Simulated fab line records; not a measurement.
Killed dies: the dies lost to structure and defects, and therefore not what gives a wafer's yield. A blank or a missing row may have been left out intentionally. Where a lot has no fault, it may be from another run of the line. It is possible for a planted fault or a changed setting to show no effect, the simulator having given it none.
A lot that was struck, set against a sound lot    flow n5-finfet    17 steps out of a route of 1938
Sound: the wafers L861.2, L861.3, L861.5. Struck: wafers L882.3, L882.6. (L882.4 of the same lot was not struck and is left out.) The cause comes at the end.
Per side, at each step with rows, come the tool, then ch with its chambers, and then its first start. Under that, the readings that differ: sound wafers    struck wafers    difference of the means    sigmas: that difference in standard deviations of wafers without a fault.
alike: readings with means less than 2 such deviations apart, plus words and numbers identical on both sides. not compared: withheld readings, readings lacking a value on some wafer, bounds such as >300 that could conceal the same value, and numbers that have no deviation in the record and whose values overlap.
Wherever a step has rows on one side only, a row that says differs or no value, or a row with sigmas, the two part there. When numbers do not overlap yet have no deviation, they are printed without sigmas and do not part them. A reading missing from all wafers of one side parts the sides only when that side holds two or more wafers.

N5_BEOL_M0_CUTY_CD_MEAS_57 targets a cd of 200 nm.
  sound on cd-sem-03 ch 0, day 6 06:34; struck on cd-sem-02 ch 0, day 11 07:37
  alike: cd-nm
N5_BEOL_M0_CUTY_OVL_MEAS_58:
  sound on overlay-02 ch 0, day 6 06:36; struck on overlay-01 ch 0, day 11 07:38
  alike: M0_ABLK_OVL
N5_BEOL_M0_CUTY_INSPECT_59: inspects for defects (macro).
  struck on defect-inspect-01, day 11 07:40; sound on defect-inspect-02, day 6 06:38
  alike: raw-defect-count
N5_BEOL_M0_CUTY_DESCUM_61: chemistry O2, time 7.9 s.
  sound on rie-diel-01 ch 0,2,3, day 6 07:20; struck on rie-diel-01 ch 1, day 11 07:44
  alike: drypump-motor-current-A, oes-product-au, rf-vpp-V, showerhead-plenum-p-Torr, throttle-valve-pct
  not compared: rf-hours-counter-h
then, 3 steps without rows for these wafers: N5_BEOL_M0_CUTY_ETCH_62 (etches SiARC in CF4, time 58.5 s); N5_BEOL_M0_CUTY_ETCH_63 (etches SOC in N2/H2, target depth 82.7 nm, overetch 16.5 nm, time 124 s); N5_BEOL_M0_CUTY_STRIP_64 (strips in N2/H2).
N5_BEOL_M0_ETCH_138: etches SiCN in CH3F/O2, target depth 12 nm, time 31.6 s.
  sound on rie-diel-01 ch 0,2,3, day 6 07:32; struck on rie-diel-01 ch 1, day 11 07:56
  alike: drypump-motor-current-A, etch-rf-on-time-s, oes-product-au, rf-fwd-power-W, rf-vpp-V, showerhead-plenum-p-Torr, throttle-valve-pct
  not compared: rf-hours-counter-h
N5_BEOL_M0_HM_OPEN_105: chemistry Cl2/BCl3, target TiN, target depth 12 nm.
  sound on rie-metal-02 ch 0,1, day 6 08:49; struck on rie-metal-03 ch 0,1, day 11 10:23
reading                sound           struck     difference  sigmas
oes_ar_750_au (a.u.)   0.89 0.93 0.88  0.60 0.78  -0.21       -3
oes-product-au (a.u.)  0.92 0.94 0.90  0.59 0.79  -0.23       -3
  alike: drypump-motor-current-A, throttle-valve-pct
  not compared: rf-hours-counter-h
then, 1 step without rows for these wafers: N5_BEOL_M0_STRIP_140 (strips in CF4).
N5_BEOL_M0_STRIP_104: strips in N2/H2.
  sound on rie-diel-01 ch 0,1, day 6 09:02; struck on rie-diel-06 ch 1, day 11 10:42
  alike: drypump-motor-current-A, oes-product-au, rf-vpp-V, showerhead-plenum-p-Torr, throttle-valve-pct
  not compared: rf-hours-counter-h
then, 1 step without rows for these wafers: N5_BEOL_M0_WET_ETCH_106 (etches SiO2 in DHF, target depth 130 nm, rinse time 30 s).
N5_BEOL_M0_ETCH_128: etches SiCN in CF4/N2, target depth 12 nm, overetch 5.1 nm, time 21.4 s.
  sound on rie-diel-05 ch 0,1, day 6 09:11; struck on rie-diel-06 ch 0, day 11 11:10
reading                                          sound              struck       difference  sigmas
rf-fwd-power-W (W)                               424.3 426.3 424.9  683.8 683.5  +258.5      +99 or more
rf-vpp-V (V)                                     382.1 381.7 380.6  325.7 324.5  -56.4       -30
model.TiN_of_BEOL_M0_SAQP_HM_DEP_02.thk-nm (nm)  10.8 10.8 10.8     10.2 10.2    -0.6        
  alike: drypump-motor-current-A, oes-product-au, showerhead-plenum-p-Torr, throttle-valve-pct
  not compared: rf-hours-counter-h
N5_BEOL_M0_TRENCH_ETCH_107: etches SiOC in C4F6/O2, target depth 32.8 nm, time 16.4 s.
  sound on rie-diel-05 ch 0,1, day 6 09:14; struck on rie-diel-06 ch 0, day 11 11:13
reading                                          sound        struck  difference  sigmas
model.TiN_of_BEOL_M0_SAQP_HM_DEP_02.thk-nm (nm)  9.6 9.6 9.4  9 9     -1          
  alike: drypump-motor-current-A, oes_ar_750_au, oes-product-au, rf-fwd-power-W, rf-vpp-V, showerhead-plenum-p-Torr, throttle-valve-pct
  not compared: rf-hours-counter-h
N5_BEOL_M0_STRIP_142: strips in N2/H2, time 10 s.
  sound on rie-diel-05 ch 0,1, day 6 09:15; struck on rie-diel-06 ch 0, day 11 11:16
  alike: drypump-motor-current-A, oes-product-au, rf-vpp-V, showerhead-plenum-p-Torr, throttle-valve-pct
  not compared: rf-hours-counter-h
-- the record jumps here: 3 days lie between the struck wafers' starts before and after (it left off in module BEOL_M0 and takes up again in module BEOL_M4, whose first step shown is number 1111 of the route) --
N5_BEOL_M4_RC_MEAS_101:
  sound on prober-02 ch 0, day 8 20:24; struck on prober-02 ch 0, day 14 08:02
reading        sound           struck     difference  sigmas
SS_N (mV/dec)  72.2 72.6 72.6  70.8 71.4  -1.4        -2
  alike: DIBL_N, DIBL_P, IOFF_N, IOFF_P, ION_N, ION_P, SS_P, VT_N, VT_P
-- the record jumps here: 5 days lie between the struck wafers' starts before and after (it left off in module BEOL_M4 and takes up again in module PASSIVATION, whose first step shown is number 1936 of the route) --
N5_PASSIVATION_PROBE_49:
  struck on prober-02, day 19 06:39; sound on prober-02, day 13 05:20
reading             sound    struck  difference  sigmas
killed-at-contacts  8 27 23  6 4     -14         -3
  alike: defect-limited-yield, killed_at_M0_to_M3, killed_at_M4_up, killed-at-front-end, killed-at-other, killed-dies, killed-open, killed-short, sort_bin_5_function, sort_bin_6_memory, sort-n-pass, sort-yield-pct

## WHERE THEY PART
First at N5_BEOL_M0_HM_OPEN_105; last, within this record, at N5_PASSIVATION_PROBE_49.

WHY: whatever the simulator had introduced
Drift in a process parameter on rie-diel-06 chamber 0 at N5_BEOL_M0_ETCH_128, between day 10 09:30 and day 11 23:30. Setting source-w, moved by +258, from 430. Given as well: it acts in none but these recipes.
